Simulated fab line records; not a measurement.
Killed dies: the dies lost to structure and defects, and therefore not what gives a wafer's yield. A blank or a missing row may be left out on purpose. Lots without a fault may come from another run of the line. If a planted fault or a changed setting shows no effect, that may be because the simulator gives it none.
fab line records :: flow n5-finfet
[record]
  lots = 3
  wafers = 9
  last-day = 17
route steps=1938 shown BEOL_M11@1590 BEOL_M12@1602 PASSIVATION@1936
lots that met no fault: taken from a fault-free run of the same line
start-h: start of the lot's first displayed wafer, in hours after the record's first day :: wait-h: hours from the lot's prior step to this one :: " same as the row above :: L1.1+2: a row that stands for several wafers :: - value missing, or start not given :: * or withheld: withheld :: < > ~ a bound
route shown NAME@n: a module of which the file shows steps, and the number in the route of the first :: usual: mean/standard deviation of fault-free wafers :: same: alike in all rows :: chamber/n: place in a boat :: sites: each site's reading :: _std_site: standard deviation of those values :: _edge_site: outer sites' mean less inner sites' :: radius-mm: how far each site lies from the wafer's centre :: mask NAME#n: copy n :: behind: the tool/chamber that last shaped the wafer :: hold: what put the lot on hold/how long, in hours/how the hold closed :: device: the n, p or np transistor that did not switch :: end of line: at the end of the route, the tests of the same wafers :: where a step has no rows: the recipe by itself :: killed: count of dies lost to structure and defects at first sort (not the wafer's yield) :: map: dies across one wafer; x = killed, . = not, _ = none there
set.NAME: the setting the step ran with; set.NAME@STEP: the setting that earlier step ran with :: model.NAME: the simulator's own value behind a step, which no gauge read
certain route steps with their lots: each step a table, each wafer a row
services: when a tool's chamber went out of use (start-h, in hours from the record's first day, below 0 if earlier), for how many hours, and the reason
[[steps]]
[step N5_BEOL_M11_ALD_74]
[recipe]
  material = TaN
  target-thk-a = 20
  temp-c = 275
  ald-precursor-family = PDMAT
  ald-co-reactant = NH3
  pressure-torr = 3
  carrier-flow-sccm = 1500
  pulse-time-s = 2
  purge-time-s = 3
  co-reactant-purge-time-s = 2
  co-reactant-pulse-time-s = 3
  ald-cycles = 40
  precursor-vessel-temp-c = 75
  precursor-vessel-pressure-torr = 26.25
  precursor-vessel-carrier-sccm = 1000
[step N5_BEOL_M11_SURFACE_TREAT_76]
[recipe]
  gas = Ar
  time-s = *
  ion-energy-ev = *
  ion-current-ma-cm2 = 0.5
  pressure-mtorr = *
  ar-flow-sccm = 30
[step N5_BEOL_M11_CVD_75]
[recipe]
  material = Co
  target-thk-a = 20
  temp-c = withheld
  precursor = CCTBA/H2
  pressure-torr = 30
  time-s = 138.9
[step N5_BEOL_M11_SPUTTER_48]
[recipe]
  material = Cu
  target-thk-a = 120
  temp-c = -20
  bias-v = 60
  power-w = 26000
  chamber-pressure-pa = 0.13
  time-s = 2
[step N5_BEOL_M11_ECD_50]
[recipe]
  material = Cu
  target-thk-a = 3180
[step N5_BEOL_M11_ANNEAL_51]
[recipe]
  temp-c = 225
  time-s = 90
  ambient = N2
[step N5_BEOL_M11_CMP_52]
[recipe]
  stop-on = SiCOH_lowk
  t-overpolish-s = 7
  down-force-psi = 1
  platen-rpm = 50
  clearing-platen-down-force-psi = 1.5
  clearing-platen-rpm = 50
  post-cmp-clean = cu-alkaline
  target-thk-nm = 140
  clearing-platen-pad-velocity-m-s = 0.99484
  pad-velocity-m-s = 0.99484
[step N5_BEOL_M11_PRE_CLEAN_55]
[recipe]
  gas = NH3
  time-s = 15
  temp-c = withheld
  rf-power-w = 300
[step N5_BEOL_M11_DEP_56]
[recipe]
  material = SiCN
  target-thk-a = 300
  temp-c = withheld
  precursor = 3MS/NH3
  pressure-torr = 3
  rf-w = 675
  time-s = 10.5
[step N5_BEOL_M12_ILD_DEP_00]
[recipe]
  material = SiOC
  target-thk-a = 6589.2
  temp-c = 350
  precursor = DEMS/O2
  pressure-torr = 5
  rf-w = 500
  time-s = 130.7
[usual]
  chamber-pressure-Torr = 4.999/0.0097
  heater-power-w = 495/65
  showerhead-plenum-p-Torr = 5.702/0.019
  throttle-valve-pct = 11.8/0.52
lot.wafer: L994.1
tool: pecvd-04
chamber: 1
start-h: 238.92
wait-h: 0.0
chamber-pressure-Torr: 4.995
heater-power-w: 496
showerhead-plenum-p-Torr: 5.686
throttle-valve-pct: 11.3
model.SiOC_of_BEOL_M12_ILD_DEP_00.thk-nm: 650

lot.wafer: L994.3
tool: pecvd-04
chamber: 2
start-h: 238.92
wait-h: 0.0
chamber-pressure-Torr: 4.997
heater-power-w: 524
showerhead-plenum-p-Torr: 5.684
throttle-valve-pct: 11.2
model.SiOC_of_BEOL_M12_ILD_DEP_00.thk-nm: 654.2

lot.wafer: L994.6
tool: pecvd-04
chamber: 1
start-h: 238.92
wait-h: 0.0
chamber-pressure-Torr: 4.997
heater-power-w: 392
showerhead-plenum-p-Torr: 5.704
throttle-valve-pct: 11.4
model.SiOC_of_BEOL_M12_ILD_DEP_00.thk-nm: 671.8

lot.wafer: L107.1
tool: pecvd-04
chamber: 0
start-h: 321.96
wait-h: 0.0
chamber-pressure-Torr: 4.988
heater-power-w: 598
showerhead-plenum-p-Torr: 5.683
throttle-valve-pct: 11.9
model.SiOC_of_BEOL_M12_ILD_DEP_00.thk-nm: 671.4

lot.wafer: L107.2
tool: pecvd-04
chamber: 1
start-h: 321.96
wait-h: 0.0
chamber-pressure-Torr: 4.992
heater-power-w: 480
showerhead-plenum-p-Torr: 5.675
throttle-valve-pct: 11.3
model.SiOC_of_BEOL_M12_ILD_DEP_00.thk-nm: 667.8

lot.wafer: L107.4
tool: pecvd-04
chamber: 1
start-h: 321.96
wait-h: 0.0
chamber-pressure-Torr: 5.011
heater-power-w: 500
showerhead-plenum-p-Torr: 5.701
throttle-valve-pct: 11.1
model.SiOC_of_BEOL_M12_ILD_DEP_00.thk-nm: 686.8

lot.wafer: L113.2
tool: pecvd-02
chamber: 0
start-h: 373.90
wait-h: 0.0
chamber-pressure-Torr: 4.992
heater-power-w: 402
showerhead-plenum-p-Torr: 5.720
throttle-valve-pct: 12.9
model.SiOC_of_BEOL_M12_ILD_DEP_00.thk-nm: 658.6

lot.wafer: L113.3
tool: pecvd-02
chamber: 1
start-h: 373.90
wait-h: 0.0
chamber-pressure-Torr: 4.997
heater-power-w: 493
showerhead-plenum-p-Torr: 5.704
throttle-valve-pct: 12.0
model.SiOC_of_BEOL_M12_ILD_DEP_00.thk-nm: 672.6

lot.wafer: L113.6
tool: pecvd-02
chamber: 1
start-h: 373.90
wait-h: 0.0
chamber-pressure-Torr: 5.002
heater-power-w: 506
showerhead-plenum-p-Torr: 5.719
throttle-valve-pct: 12.2
model.SiOC_of_BEOL_M12_ILD_DEP_00.thk-nm: 682
[step N5_BEOL_M12_COAT_58]
[recipe]
  resist = BARC
  temp-c = 205
  time-s = 60
  spin-rpm = 1500
  resist-thk-nm = 89
[step N5_BEOL_M12_COAT_04]
[recipe]
  spin-rpm = 1625
  resist-thk-nm = 400
[step N5_BEOL_M12_EBR_06]
[recipe]
  solvent = PGMEA
  ebr-width-mm = 1.5
[step N5_BEOL_M12_SOFTBAKE_05]
[recipe]
  temp-c = 130
  time-s = 60
[step N5_BEOL_M12_EXPOSE_07]
[recipe]
  mask-id = V11
  na = 0.93
  source-shape = conventional
  sigma-outer = 0.6
  polarization = unpolarized
  attpsm-phase-deg = 180
  dose-mj = 32.5
[step N5_BEOL_M12_PEB_08]
[recipe]
  peb-temp-c = 130
  peb-time-s = 90
[step N5_BEOL_M12_DEVELOP_09]
[recipe]
  develop-time-s = 45
  rinse-liquid = diw
  dry = air-spin
  dev-temp-c = 21
[step N5_BEOL_M12_HARDBAKE_14]
[recipe]
  temp-c = 130
  time-s = 120
[step N5_BEOL_M12_DESCUM_15]
[recipe]
  chemistry = O2
  time-s = 7.9
  source-power-w = 50
  bias-power-w = 20
  pressure-mtorr = 20
  rf-frequency-hz = 2.712e+07
  temp-c = 40
  o2-flow-sccm = 225
[step N5_BEOL_M12_ETCH_59]
[recipe]
  chemistry = N2/H2
  target = BARC
  target-depth-a = 890
  overetch-a = 267
  time-s = 67.9
  ion-energy-ev = 200
  pressure-mtorr = 30
  source-w = 840
  bias-w = 150
  n2-flow-sccm = 200
  h2-flow-sccm = 200
[step N5_BEOL_M12_VIA_ETCH_16]
[recipe]
  chemistry = C4F8/O2/Ar
  target = SiOC
  pressure-mtorr = 30
  source-w = 3000
  bias-w = 700
  Ar_flow_sccm = 400
  C4F8_flow_sccm = 15
  O2_flow_sccm = 8
  he-inner-torr = 15
  he-outer-torr = 30
  target-depth-a = 7248
  time-s = withheld
  ion-energy-ev = 250
  ends = cleared
[usual]
  drypump-motor-current-A = 5.8/0.55
  mfc-ar-sccm = 400.0/1.2
  oes-product-au = 0.70/0.067
  rf-vpp-V = 665.1/2.8
  showerhead-plenum-p-Torr = 3.40/0.097
  throttle-valve-pct = 24.28/0.25
lot.wafer: L994.1
tool: rie-diel-04
chamber: 1
start-h: 239.72
wait-h: 0.0
drypump-motor-current-A: 6.0
mfc-ar-sccm: 399.6
oes-product-au: 0.64
rf-vpp-V: 665.0
showerhead-plenum-p-Torr: 3.36
throttle-valve-pct: 24.52
model.etch.depth-nm: 649.9
model.coat_of_BEOL_M12_COAT_04.thk-nm: 129.4

lot.wafer: L994.3
tool: rie-diel-04
chamber: 3
start-h: 239.72
wait-h: 0.0
drypump-motor-current-A: 5.3
mfc-ar-sccm: 399.3
oes-product-au: 0.67
rf-vpp-V: 661.8
showerhead-plenum-p-Torr: 3.28
throttle-valve-pct: 24.47
model.etch.depth-nm: 654.2
model.coat_of_BEOL_M12_COAT_04.thk-nm: 125

lot.wafer: L994.6
tool: rie-diel-04
chamber: 0
start-h: 239.72
wait-h: 0.0
drypump-motor-current-A: 6.8
mfc-ar-sccm: 400.8
oes-product-au: 0.64
rf-vpp-V: 660.1
showerhead-plenum-p-Torr: 3.25
throttle-valve-pct: 24.60
model.etch.depth-nm: 671.7
model.coat_of_BEOL_M12_COAT_04.thk-nm: 121.8

lot.wafer: L107.1
tool: rie-diel-01
chamber: 1
start-h: 322.80
wait-h: 0.0
drypump-motor-current-A: 5.4
mfc-ar-sccm: 399.4
oes-product-au: 0.70
rf-vpp-V: 664.6
showerhead-plenum-p-Torr: 3.47
throttle-valve-pct: 24.25
model.etch.depth-nm: 671.4
model.coat_of_BEOL_M12_COAT_04.thk-nm: 117.4

lot.wafer: L107.2
tool: rie-diel-01
chamber: 3
start-h: 322.80
wait-h: 0.0
drypump-motor-current-A: 6.3
mfc-ar-sccm: 401.4
oes-product-au: 0.70
rf-vpp-V: 665.0
showerhead-plenum-p-Torr: 3.44
throttle-valve-pct: 23.80
model.etch.depth-nm: 667.9
model.coat_of_BEOL_M12_COAT_04.thk-nm: 119.8

lot.wafer: L107.4
tool: rie-diel-01
chamber: 2
start-h: 322.80
wait-h: 0.0
drypump-motor-current-A: 5.1
mfc-ar-sccm: 400.8
oes-product-au: 0.67
rf-vpp-V: 662.4
showerhead-plenum-p-Torr: 3.29
throttle-valve-pct: 24.18
model.etch.depth-nm: 686.9
model.coat_of_BEOL_M12_COAT_04.thk-nm: 115.2

lot.wafer: L113.2
tool: rie-diel-02
chamber: 2
start-h: 374.61
wait-h: 0.0
drypump-motor-current-A: 5.8
mfc-ar-sccm: 401.1
oes-product-au: 0.63
rf-vpp-V: 666.1
showerhead-plenum-p-Torr: 3.50
throttle-valve-pct: 24.24
model.etch.depth-nm: 658.6
model.coat_of_BEOL_M12_COAT_04.thk-nm: 122.6

lot.wafer: L113.3
tool: rie-diel-02
chamber: 1
start-h: 374.61
wait-h: 0.0
drypump-motor-current-A: 6.6
mfc-ar-sccm: 398.1
oes-product-au: 0.61
rf-vpp-V: 663.5
showerhead-plenum-p-Torr: 3.37
throttle-valve-pct: 24.56
model.etch.depth-nm: 672.6
model.coat_of_BEOL_M12_COAT_04.thk-nm: 119.2

lot.wafer: L113.6
tool: rie-diel-02
chamber: 2
start-h: 374.61
wait-h: 0.0
drypump-motor-current-A: 5.8
mfc-ar-sccm: 400.3
oes-product-au: 0.63
rf-vpp-V: 667.4
showerhead-plenum-p-Torr: 3.50
throttle-valve-pct: 24.24
model.etch.depth-nm: 682.1
model.coat_of_BEOL_M12_COAT_04.thk-nm: 115
[step N5_BEOL_M12_STRIP_63]
[recipe]
  chemistry = N2/H2
  power-w = 1000
  temp-c = 250
  h2-frac = 0.65
  overash-fraction = 0.3
  pressure-mtorr = 1000
  n2-flow-sccm = 1750
  h2-flow-sccm = 3250
[step N5_BEOL_M12_STRIP_64]
[recipe]
  chemistry = N2/H2
  power-w = 1000
  temp-c = 250
  h2-frac = 0.65
  overash-fraction = 0.3
  pressure-mtorr = withheld
  n2-flow-sccm = 1750
  h2-flow-sccm = 3250
[step N5_BEOL_M12_STRIP_71]
[recipe]
  chemistry = post-etch-residue-remover
  time-s = 60
  temp-c = 25
  remover-ph = withheld
  remover-water-wt-pct = withheld
  remover-fluoride-wt-pct = withheld
[step N5_BEOL_M12_SRD_72]
[recipe]
  time-s = 30
  temp-c = 23
  rinse-liquid = diw
  dry = n2-spin
  spin-rpm = 1500
  dry-time-s = 30
[step N5_BEOL_M12_COAT_65]
[recipe]
  resist = SOC
  temp-c = 250
  time-s = 60
  spin-rpm = 1500
  resist-thk-nm = 300
[step N5_BEOL_M12_COAT_66]
[recipe]
  resist = SiARC
  temp-c = 220
  time-s = 60
  spin-rpm = 1500
  resist-thk-nm = 110
[step N5_BEOL_M12_COAT_22]
[recipe]
  spin-rpm = 2888
  resist-thk-nm = 300
[step N5_BEOL_M12_EBR_24]
[recipe]
  solvent = PGMEA
  ebr-width-mm = 1.5
[step N5_BEOL_M12_SOFTBAKE_23]
[recipe]
  temp-c = 130
  time-s = 60
[step N5_BEOL_M12_EXPOSE_25]
[recipe]
  mask-id = M12
  na = 0.93
  source-shape = conventional
  sigma-outer = 0.4
  polarization = unpolarized
  dose-mj = 21.8
[step N5_BEOL_M12_PEB_26]
[recipe]
  peb-temp-c = 130
  peb-time-s = 90
[step N5_BEOL_M12_DEVELOP_27]
[recipe]
  develop-time-s = 45
  rinse-liquid = diw
  dry = air-spin
  dev-temp-c = 21
[step N5_BEOL_M12_HARDBAKE_32]
[recipe]
  temp-c = 130
  time-s = 120
[step N5_BEOL_M12_CMP_49]
[recipe]
  stop-on = SiOC
  t-overpolish-s = 20.6
  down-force-psi = 1
  platen-rpm = 50
  clearing-platen-down-force-psi = 1.5
  clearing-platen-rpm = 50
  post-cmp-clean = cu-alkaline
  target-thk-nm = 320
  clearing-platen-pad-velocity-m-s = 0.99484
  pad-velocity-m-s = 0.99484
[usual]
  barrier-field-endpoint-s = 30.3/0.75
  clearing-platen-rpm = 49.996/0.027
  motor-current-A = 6.1/0.69
  overpolish-run-s = 20.600/0.009
  slurry-filter-dp-kPa = 13.52/0.14
lot.wafer: L994.3
tool: cmp-01
chamber: 3
start-h: 244.01
wait-h: 0.2
barrier-field-endpoint-s: 29.3
clearing-platen-rpm: 50.062
motor-current-A: 5.6
overpolish-run-s: 20.607
slurry-filter-dp-kPa: 13.44
model.SiOC_of_BEOL_M12_ILD_DEP_00.thk-nm: 594.8

lot.wafer: L994.1
tool: cmp-01
chamber: 0
start-h: 244.01
wait-h: 0.2
barrier-field-endpoint-s: 30.3
clearing-platen-rpm: 50.029
motor-current-A: 7.0
overpolish-run-s: 20.592
slurry-filter-dp-kPa: 13.30
model.SiOC_of_BEOL_M12_ILD_DEP_00.thk-nm: 591.6

lot.wafer: L994.6
tool: cmp-01
chamber: 1
start-h: 244.01
wait-h: 0.2
barrier-field-endpoint-s: 30.5
clearing-platen-rpm: 49.959
motor-current-A: 5.9
overpolish-run-s: 20.601
slurry-filter-dp-kPa: 13.43
model.SiOC_of_BEOL_M12_ILD_DEP_00.thk-nm: 613.2

lot.wafer: L107.1
tool: cmp-02
chamber: 1
start-h: 325.82
wait-h: 0.3
barrier-field-endpoint-s: 30.7
clearing-platen-rpm: 49.991
motor-current-A: 7.3
overpolish-run-s: 20.595
slurry-filter-dp-kPa: 13.54
model.SiOC_of_BEOL_M12_ILD_DEP_00.thk-nm: 611.8

lot.wafer: L107.4
tool: cmp-02
chamber: 2
start-h: 325.82
wait-h: 0.3
barrier-field-endpoint-s: 29.2
clearing-platen-rpm: 50.014
motor-current-A: 7.0
overpolish-run-s: 20.592
slurry-filter-dp-kPa: 13.61
model.SiOC_of_BEOL_M12_ILD_DEP_00.thk-nm: 627.6

lot.wafer: L107.2
tool: cmp-02
chamber: 3
start-h: 325.82
wait-h: 0.3
barrier-field-endpoint-s: 28.5
clearing-platen-rpm: 50.011
motor-current-A: 5.0
overpolish-run-s: 20.606
slurry-filter-dp-kPa: 13.42
model.SiOC_of_BEOL_M12_ILD_DEP_00.thk-nm: 607

lot.wafer: L113.2
tool: cmp-01
chamber: 0
start-h: 378.50
wait-h: 0.2
barrier-field-endpoint-s: 30.6
clearing-platen-rpm: 50.036
motor-current-A: 6.8
overpolish-run-s: 20.606
slurry-filter-dp-kPa: 13.48
model.SiOC_of_BEOL_M12_ILD_DEP_00.thk-nm: 597.8

lot.wafer: L113.3
tool: cmp-01
chamber: 2
start-h: 378.50
wait-h: 0.2
barrier-field-endpoint-s: 30.7
clearing-platen-rpm: 50.015
motor-current-A: 6.2
overpolish-run-s: 20.595
slurry-filter-dp-kPa: 13.43
model.SiOC_of_BEOL_M12_ILD_DEP_00.thk-nm: 613.4

lot.wafer: L113.6
tool: cmp-01
chamber: 0
start-h: 378.50
wait-h: 0.2
barrier-field-endpoint-s: 31.0
clearing-platen-rpm: 49.989
motor-current-A: 6.7
overpolish-run-s: 20.617
slurry-filter-dp-kPa: 13.67
model.SiOC_of_BEOL_M12_ILD_DEP_00.thk-nm: 621.4
[step N5_PASSIVATION_PROBE_49]
[usual]
  defect-limited-yield = 91.3/1.4
  killed_at_M0_to_M3 = 36/11
  killed_at_M4_up = 13/5.2
  killed-at-contacts = 13/6.5
  killed-at-front-end = 37/11
  killed-at-other = 3.6/2.9
  killed-dies = 103/17
  killed-open = 68/12
  killed-short = 33/7.3
  sort_bin_5_function = 5.2/0.91
  sort_bin_6_memory = 3.2/0.67
  sort-n-pass = 1077/17
  sort-yield-pct = 91.3/1.4
[same]
  gross-dies = 1180
  killed-at-back-side = 0
  sort_bin_4_leakage[%] = 0
  sort_bin_8_speed[%] = 0
lot.wafer: L994.1
tool: prober-01
chamber: -
start-h: 278.73
wait-h: 0.0
defect-limited-yield[%]: 92.6
killed_at_M0_to_M3: 38
killed_at_M4_up: 11
killed-at-contacts: 8
killed-at-front-end: 30
killed-at-other: 0
killed-dies: 87
killed-open: 54
killed-short: 32
sort_bin_5_function[%]: 4.1
sort_bin_6_memory[%]: 2.8
sort-n-pass: 1093
sort-yield-pct[%]: 92.6

lot.wafer: L994.3
tool: prober-01
chamber: -
start-h: 278.83
wait-h: 0.1
defect-limited-yield[%]: 92.5
killed_at_M0_to_M3: 38
killed_at_M4_up: 11
killed-at-contacts: 6
killed-at-front-end: 32
killed-at-other: 1
killed-dies: 88
killed-open: 59
killed-short: 29
sort_bin_5_function[%]: 3.7
sort_bin_6_memory[%]: 3.7
sort-n-pass: 1092
sort-yield-pct[%]: 92.5

lot.wafer: L994.6
tool: prober-01
chamber: -
start-h: 278.98
wait-h: 0.3
defect-limited-yield[%]: 92.3
killed_at_M0_to_M3: 31
killed_at_M4_up: 11
killed-at-contacts: 10
killed-at-front-end: 38
killed-at-other: 1
killed-dies: 91
killed-open: 62
killed-short: 29
sort_bin_5_function[%]: 4.4
sort_bin_6_memory[%]: 3.0
sort-n-pass: 1089
sort-yield-pct[%]: 92.3

lot.wafer: L113.2
tool: prober-02
chamber: -
start-h: 409.71
wait-h: 0.1
defect-limited-yield[%]: 89.2
killed_at_M0_to_M3: 42
killed_at_M4_up: 19
killed-at-contacts: 15
killed-at-front-end: 47
killed-at-other: 4
killed-dies: 127
killed-open: 89
killed-short: 37
sort_bin_5_function[%]: 7.0
sort_bin_6_memory[%]: 3.7
sort-n-pass: 1053
sort-yield-pct[%]: 89.2

lot.wafer: L113.3
tool: prober-02
chamber: -
start-h: 409.76
wait-h: 0.1
defect-limited-yield[%]: 89.5
killed_at_M0_to_M3: 51
killed_at_M4_up: 16
killed-at-contacts: 12
killed-at-front-end: 41
killed-at-other: 4
killed-dies: 124
killed-open: 88
killed-short: 36
sort_bin_5_function[%]: 6.0
sort_bin_6_memory[%]: 4.1
sort-n-pass: 1056
sort-yield-pct[%]: 89.5

lot.wafer: L113.6
tool: prober-02
chamber: -
start-h: 409.91
wait-h: 0.3
defect-limited-yield[%]: 90.8
killed_at_M0_to_M3: 44
killed_at_M4_up: 18
killed-at-contacts: 10
killed-at-front-end: 33
killed-at-other: 3
killed-dies: 108
killed-open: 71
killed-short: 36
sort_bin_5_function[%]: 5.9
sort_bin_6_memory[%]: 2.7
sort-n-pass: 1072
sort-yield-pct[%]: 90.8
// killed by level:class
L994.1 BEOL_M0_SAQP:geometric-particle:open=13 FIN_SAQP:geometric-particle:open=8 BEOL_M0_SAQP:geometric-particle:short=8 BEOL_M4:geometric-particle:open=5 BEOL_M1:geometric-particle:open=5 FIN_SAQP:geometric-particle:short=4 STI_FIN_REVEAL:geometric-particle:open=4 MOL_CONTACT_COAG:geometric-particle:short=4
L994.3 FIN_SAQP:geometric-particle:short=10 BEOL_M3:geometric-particle:open=10 FIN_SAQP:geometric-particle:open=8 BEOL_M1:geometric-particle:open=8 BEOL_M2:geometric-particle:open=7 BEOL_M0_SAQP:geometric-particle:short=6 STI_FIN_REVEAL:geometric-particle:open=4 MOL_CONTACT_COAG:geometric-particle:open=4
L994.6 STI_FIN_REVEAL:geometric-particle:open=10 FIN_SAQP:geometric-particle:open=8 FIN_SAQP:geometric-particle:short=7 BEOL_M0_SAQP:geometric-particle:short=7 BEOL_M1:geometric-particle:open=7 BEOL_M3:geometric-particle:open=7 MOL_CONTACT_COAG:geometric-particle:open=6 BEOL_M4:geometric-particle:open=6
L113.2 FIN_SAQP:geometric-particle:short=12 MOL_CONTACT_COAG:geometric-particle:open=12 BEOL_M4:geometric-particle:open=12 FIN_SAQP:geometric-particle:open=10 BEOL_M0_SAQP:geometric-particle:open=10 BEOL_M2:geometric-particle:open=10 BEOL_M1:geometric-particle:open=8 GATE_CUT:geometric-particle:short=6
L113.3 MOL_CONTACT_COAG:geometric-particle:open=10 BEOL_M0_SAQP:geometric-particle:open=10 FIN_SAQP:geometric-particle:short=9 BEOL_M2:geometric-particle:open=9 BEOL_M3:geometric-particle:open=9 BEOL_M4:geometric-particle:open=9 STI_FIN_REVEAL:geometric-particle:open=8 FIN_SAQP:geometric-particle:open=7
L113.6 BEOL_M0_SAQP:geometric-particle:open=10 BEOL_M0_SAQP:geometric-particle:short=9 BEOL_M3:geometric-particle:open=9 MOL_CONTACT_COAG:geometric-particle:open=8 FIN_SAQP:geometric-particle:open=7 FIN_SAQP:geometric-particle:short=6 BEOL_M1:geometric-particle:open=5 BEOL_M2:geometric-particle:open=5
[[services]]
tool: rie-diel-01
chamber: -
start-h: 226.88
hours: 11.4
kind: repair

tool: cmp-01
chamber: -
start-h: 231.43
hours: 2.0
kind: repair

tool: cmp-01
chamber: -
start-h: 245.83
hours: 6.2
kind: pm

tool: pecvd-02
chamber: 0
start-h: 254.05
hours: 5.5
kind: scheduled-down

tool: pecvd-02
chamber: 2
start-h: 259.51
hours: 2.1
kind: scheduled-down

tool: rie-diel-02
chamber: 0
start-h: 269.78
hours: 9.7
kind: repair

tool: rie-diel-01
chamber: -
start-h: 271.78
hours: 1.1
kind: repair

tool: rie-diel-04
chamber: 1
start-h: 272.31
hours: -
kind: clean

tool: rie-diel-04
chamber: 1
start-h: 272.31
hours: -
kind: consumable-replace:focus-ring

tool: rie-diel-04
chamber: 1
start-h: 272.31
hours: 14.9
kind: scheduled-down

tool: rie-diel-04
chamber: 1
start-h: 272.31
hours: 14.9
kind: vent-cycle

tool: pecvd-04
chamber: 1
start-h: 274.60
hours: 19.2
kind: repair

tool: cmp-01
chamber: -
start-h: 279.23
hours: 5.3
kind: pm

tool: pecvd-02
chamber: 0
start-h: 285.39
hours: 2.1
kind: scheduled-down

tool: rie-diel-02
chamber: -
start-h: 301.01
hours: 2.8
kind: pm

tool: pecvd-04
chamber: -
start-h: 312.91
hours: 0.8
kind: repair

tool: cmp-01
chamber: -
start-h: 315.34
hours: 1.4
kind: repair

tool: rie-diel-04
chamber: 0
start-h: 317.81
hours: -
kind: clean

tool: rie-diel-04
chamber: 0
start-h: 317.81
hours: -
kind: consumable-replace:focus-ring

tool: cmp-01
chamber: -
start-h: 348.93
hours: 0.4
kind: repair

tool: cmp-01
chamber: -
start-h: 349.72
hours: 1.6
kind: repair

tool: cmp-01
chamber: -
start-h: 355.40
hours: 3.8
kind: repair

tool: cmp-02
chamber: -
start-h: 368.43
hours: 4.0
kind: pm

tool: rie-diel-02
chamber: 1
start-h: 377.66
hours: 3.6
kind: repair
[[key]]
first-sign none at tools or gauges
[model-effect]
  step = N5_BEOL_M12_ILD_DEP_00
  value = SiOC_of_BEOL_M12_ILD_DEP_00.thk-nm
  without = 657.8
  struck = 675.3
[model-effect]
  step = N5_BEOL_M12_VIA_ETCH_16
  value = etch.depth-nm
  without = 657.8
  struck = 675.4
[model-effect]
  step = N5_BEOL_M12_CMP_49
  value = SiOC_of_BEOL_M12_ILD_DEP_00.thk-nm
  without = 597.9
  struck = 615.5
met-at N5_BEOL_M12_ILD_DEP_00
struck-wafers L107.1,L107.2,L107.4
onset-between 238.92 321.96
[fault]
  kind = process-parameter-drift
  tool = pecvd-04
  chamber = -
  onset-h = 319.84
  steps = N5_BEOL_M12_ILD_DEP_00
  channel = target-thk-a
  offset = *
  shape = step
  end-h = 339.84
  acts-in = *
  stated = *
